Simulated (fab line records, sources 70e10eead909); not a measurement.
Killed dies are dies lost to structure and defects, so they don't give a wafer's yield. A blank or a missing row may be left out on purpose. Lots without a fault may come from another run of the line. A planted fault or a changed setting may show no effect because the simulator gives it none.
Which tool did it? | flow nand_harc | 6 lots, 18 wafers sampled, at 5 steps of a route of 1159

WHAT THE GAUGES READ, wafer by wafer
NHARC_END_SORT_01.
lot  | measured     | on        | killed_at_array
L474 | day 22 14:40 | prober-01 | 35 43 296

WHICH TOOL RAN EACH LOT (tool, then ch and the chambers of the sampled wafers, then the start)
lot  | NHARC_A_STAIRCASE_DESCUM_186       | NHARC_A_STAIRCASE_TRIM_191         | NHARC_A_STAIRCASE_ETCH_197                  | NHARC_A_STAIRCASE_ETCH_201
L461 | rie_diel-04 ch 0,2,3, day 11 09:16 | rie_diel-04 ch 0,1,2, day 11 09:49 | rie_diel-04 ch 0,2,3, no start              | rie_diel-04 ch 0,2,3, no start
L462 | rie_diel-05 ch 0,2, day 11 15:08   | rie_diel-05 ch 0,1,3, day 11 15:58 | rie_diel-06 ch 2,3, no start                | rie_diel-06 ch 2,3, no start
L466 | rie_diel-05 ch 1,3, day 12 18:09   | rie_diel-05 ch 0,2,3, day 12 18:43 | rie_diel-05 ch 0,1,2, no start              | rie_diel-05 ch 0,2,3, no start
L473 | rie_diel-06 ch 1,3, day 14 00:26   | rie_diel-06 ch 0,1,3, day 14 01:01 | rie_diel-05 ch 0,1, no start                | rie_diel-05 ch 2,3, no start
L474 | rie_diel-06 ch 0,1,2, day 14 18:59 | rie_diel-06 ch 1,2,3, day 14 19:32 | rie_diel-04 ch 0,3, day 22 14:40 or earlier | rie_diel-04 ch 0,1,2, day 22 14:40 or earlier
L481 | rie_diel-06 ch 1,2, day 16 23:41   | rie_diel-06 ch 1,2,3, day 17 00:16 | rie_diel-06 ch 0,1,2, no start              | rie_diel-06 ch 0,1,3, no start
- NHARC_A_STAIRCASE_DESCUM_186: chemistry O2, time 3 s.
- NHARC_A_STAIRCASE_TRIM_191: chemistry O2, time 211.2 s.
- NHARC_A_STAIRCASE_ETCH_197: etches the open film in C4F8/O2, target depth 100 nm, time 40.5 s.
- NHARC_A_STAIRCASE_ETCH_201: etches the open film in C4F8/O2, target depth 100 nm, time 40.5 s.

THE ANSWER, worked out from the rows above alone
Rule: what is usual is taken from the lots themselves. Put in order of their means at a reading, lots are off if they are a third of the lots or fewer, leave a main group of 4 or more, and stand apart from it by a gap of 3 or more times the standard deviation of the main group's means; of several such gaps the widest counts. A main group whose means are all the same, to the digits that the tables above print for the reading, isn't used. A lot without any number at a reading at which 4 lots or more have one is off too. The other lots that the step has rows for count as sound.
No lot is off at any reading shown: from this, nothing can be told.

WHAT THE SIMULATOR HAD PUT IN
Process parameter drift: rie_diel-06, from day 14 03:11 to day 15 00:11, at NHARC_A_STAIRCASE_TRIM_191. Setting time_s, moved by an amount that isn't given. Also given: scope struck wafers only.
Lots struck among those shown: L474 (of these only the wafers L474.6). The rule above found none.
